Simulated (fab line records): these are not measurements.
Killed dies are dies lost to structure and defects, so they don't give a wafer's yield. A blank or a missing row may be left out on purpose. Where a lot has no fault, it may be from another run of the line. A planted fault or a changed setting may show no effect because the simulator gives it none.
Matching of chambers || flow n5Finfet || N5_FIN_CUT_DESCUM_13 on rieDiel-06: 4 sister chambers
The step chemistry O2, time 7 s. 18 wafers are shown with their chamber, then 9 later ones without.

## WAFERS, EACH WITH ITS CHAMBER
{"wafer": "L075.4", "chamber": 2, "drypumpMotorCurrentA (A)": 4.7, "showerheadPlenumPTorr (Torr)": 2.08, "throttleValvePct (%)": 20.70}
{"wafer": "L075.5", "chamber": 1, "drypumpMotorCurrentA (A)": 5.4, "showerheadPlenumPTorr (Torr)": 2.20, "throttleValvePct (%)": 20.12}
{"wafer": "L075.6", "chamber": 0, "drypumpMotorCurrentA (A)": 6.2, "showerheadPlenumPTorr (Torr)": 1.98, "throttleValvePct (%)": 20.72}
{"wafer": "L078.2", "chamber": 0, "drypumpMotorCurrentA (A)": 6.2, "showerheadPlenumPTorr (Torr)": 1.98, "throttleValvePct (%)": 20.71}
{"wafer": "L078.3", "chamber": 2, "drypumpMotorCurrentA (A)": 4.8, "showerheadPlenumPTorr (Torr)": 2.08, "throttleValvePct (%)": 20.70}
{"wafer": "L078.4", "chamber": 1, "drypumpMotorCurrentA (A)": 5.4, "showerheadPlenumPTorr (Torr)": 2.20, "throttleValvePct (%)": 20.13}
{"wafer": "L080.1", "chamber": 1, "drypumpMotorCurrentA (A)": 5.4, "showerheadPlenumPTorr (Torr)": 2.20, "throttleValvePct (%)": 20.13}
{"wafer": "L080.3", "chamber": 0, "drypumpMotorCurrentA (A)": 6.2, "showerheadPlenumPTorr (Torr)": 1.98, "throttleValvePct (%)": 20.73}
{"wafer": "L080.4", "chamber": 2, "drypumpMotorCurrentA (A)": 4.7, "showerheadPlenumPTorr (Torr)": 2.08, "throttleValvePct (%)": 20.71}
{"wafer": "L086.2", "chamber": 3, "drypumpMotorCurrentA (A)": 4.7, "showerheadPlenumPTorr (Torr)": 2.12, "throttleValvePct (%)": 20.41}
{"wafer": "L086.3", "chamber": 0, "drypumpMotorCurrentA (A)": 6.2, "showerheadPlenumPTorr (Torr)": 1.98, "throttleValvePct (%)": 20.76}
{"wafer": "L086.6", "chamber": 1, "drypumpMotorCurrentA (A)": 5.4, "showerheadPlenumPTorr (Torr)": 2.19, "throttleValvePct (%)": 20.13}
{"wafer": "L087.3", "chamber": 0, "drypumpMotorCurrentA (A)": 6.2, "showerheadPlenumPTorr (Torr)": 1.98, "throttleValvePct (%)": 20.76}
{"wafer": "L087.5", "chamber": 3, "drypumpMotorCurrentA (A)": 4.8, "showerheadPlenumPTorr (Torr)": 2.12, "throttleValvePct (%)": 20.42}
{"wafer": "L087.6", "chamber": 0, "drypumpMotorCurrentA (A)": 6.2, "showerheadPlenumPTorr (Torr)": 1.98, "throttleValvePct (%)": 20.74}
{"wafer": "L090.1", "chamber": 1, "drypumpMotorCurrentA (A)": 5.4, "showerheadPlenumPTorr (Torr)": 2.19, "throttleValvePct (%)": 20.17}
{"wafer": "L090.3", "chamber": 2, "drypumpMotorCurrentA (A)": 4.7, "showerheadPlenumPTorr (Torr)": 2.07, "throttleValvePct (%)": 20.73}
{"wafer": "L090.5", "chamber": 0, "drypumpMotorCurrentA (A)": 6.2, "showerheadPlenumPTorr (Torr)": 1.97, "throttleValvePct (%)": 20.76}

SIGNATURES (means of the wafers above)
{"reading": "drypumpMotorCurrentA", "chamber 0": 6.200, "chamber 1": 5.400, "chamber 2": 4.725, "chamber 3": 4.750, "scatter within a chamber": 0.0299}
{"reading": "showerheadPlenumPTorr", "chamber 0": 1.9786, "chamber 1": 2.1960, "chamber 2": 2.0775, "chamber 3": 2.1200, "scatter within a chamber": 0.00448}
{"reading": "throttleValvePct", "chamber 0": 20.7400, "chamber 1": 20.1360, "chamber 2": 20.7100, "chamber 3": 20.4150, "scatter within a chamber": 0.0185}
Rule: distance of a wafer from a chamber = root of the sum over the readings of ((wafer's reading minus chamber's mean) / reading's scatter) squared. The wafer belongs to the nearest chamber; if the next one is less than 2 further off, it can't be placed. The scatter: the root of (the sum of the squares of (reading less its chamber's mean) over the shown wafers, divided by (wafers less chambers)).

## WAFERS MISSING THEIR CHAMBER
{"wafer": "L091.2", "drypumpMotorCurrentA (A)": 4.7, "showerheadPlenumPTorr (Torr)": 2.11, "throttleValvePct (%)": 20.41}
{"wafer": "L091.5", "drypumpMotorCurrentA (A)": 4.7, "showerheadPlenumPTorr (Torr)": 2.07, "throttleValvePct (%)": 20.74}
{"wafer": "L091.6", "drypumpMotorCurrentA (A)": 5.4, "showerheadPlenumPTorr (Torr)": 2.19, "throttleValvePct (%)": 20.15}
{"wafer": "L094.3", "drypumpMotorCurrentA (A)": 4.8, "showerheadPlenumPTorr (Torr)": 2.11, "throttleValvePct (%)": 20.43}
{"wafer": "L094.4", "drypumpMotorCurrentA (A)": 5.4, "showerheadPlenumPTorr (Torr)": 2.19, "throttleValvePct (%)": 20.17}
{"wafer": "L094.6", "drypumpMotorCurrentA (A)": 5.4, "showerheadPlenumPTorr (Torr)": 2.19, "throttleValvePct (%)": 20.16}
{"wafer": "L097.2", "drypumpMotorCurrentA (A)": 5.4, "showerheadPlenumPTorr (Torr)": 2.19, "throttleValvePct (%)": 20.17}
{"wafer": "L097.4", "drypumpMotorCurrentA (A)": 4.8, "showerheadPlenumPTorr (Torr)": 2.11, "throttleValvePct (%)": 20.43}
{"wafer": "L097.6", "drypumpMotorCurrentA (A)": 5.4, "showerheadPlenumPTorr (Torr)": 2.19, "throttleValvePct (%)": 20.19}

## WHICH CHAMBER EACH ONE RAN IN
{"wafer": "L091.2", "from the rows above": 3, "in truth": 3}
{"wafer": "L091.5", "from the rows above": 2, "in truth": 2}
{"wafer": "L091.6", "from the rows above": 1, "in truth": 1}
{"wafer": "L094.3", "from the rows above": 3, "in truth": 3}
{"wafer": "L094.4", "from the rows above": 1, "in truth": 1}
{"wafer": "L094.6", "from the rows above": 1, "in truth": 1}
{"wafer": "L097.2", "from the rows above": 1, "in truth": 1}
{"wafer": "L097.4", "from the rows above": 3, "in truth": 3}
{"wafer": "L097.6", "from the rows above": 1, "in truth": 1}
9 of 9 placed correctly. Not placeable from these rows: 0. Wrongly placed: 0.
